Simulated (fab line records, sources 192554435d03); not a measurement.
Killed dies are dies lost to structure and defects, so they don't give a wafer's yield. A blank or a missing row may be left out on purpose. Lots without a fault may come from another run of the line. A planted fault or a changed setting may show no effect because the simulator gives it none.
Chamber matching | flow n5_finfet | N5_BEOL_M0_STRIP_142 on rie_diel-05: 4 sister chambers
The step strips in N2/H2, time 10 s. 4 wafers are shown with their chamber, then 10 later ones without.

WAFERS WITH THEIR CHAMBER
wafer  | chamber | throttle_valve_pct (%)
L079.6 | 0       | 23.83
L086.4 | 1       | 23.89
L087.1 | 2       | 23.23
L087.3 | 3       | 23.55

WAFERS WITHOUT THEIR CHAMBER
wafer  | throttle_valve_pct (%)
L087.6 | 23.89
L089.4 | 23.89
L089.5 | 23.25
L089.6 | 23.56
L094.1 | 23.92
L094.4 | 23.71
L094.6 | 23.92
L096.1 | 23.92
L096.3 | 23.27
L096.4 | 23.27

WHICH CHAMBER EACH WENT THROUGH
wafer  | from the rows above          | in truth
L087.6 | can't be placed: 1 or 0      | 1
L089.4 | can't be placed: 1 or 0      | 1
L089.5 | 2                            | 2
L089.6 | 3                            | 3
L094.1 | can't be placed: 1 or 0      | 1
L094.4 | can't be placed: 0 or 3 or 1 | 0
L094.6 | can't be placed: 1 or 0      | 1
L096.1 | can't be placed: 1 or 0      | 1
L096.3 | 2                            | 2
L096.4 | 2                            | 2
Placed correctly: 4 of 10. Can't be placed from these rows: 6 (the true chamber is among the candidates in 6). Placed wrongly: 0.
How it was worked out, from the rows above alone: a wafer's distance from a chamber is the root of the sum, over the readings, of the square of ((its reading less the chamber's mean) divided by the reading's scatter). The wafer belongs to the nearest chamber; if the next one is less than 2 further off, it can't be placed. A chamber's mean is the mean of its shown wafers. The scatter: with one shown wafer a chamber, the root of the mean of the squares of how far each hidden wafer lies from its nearest shown one.
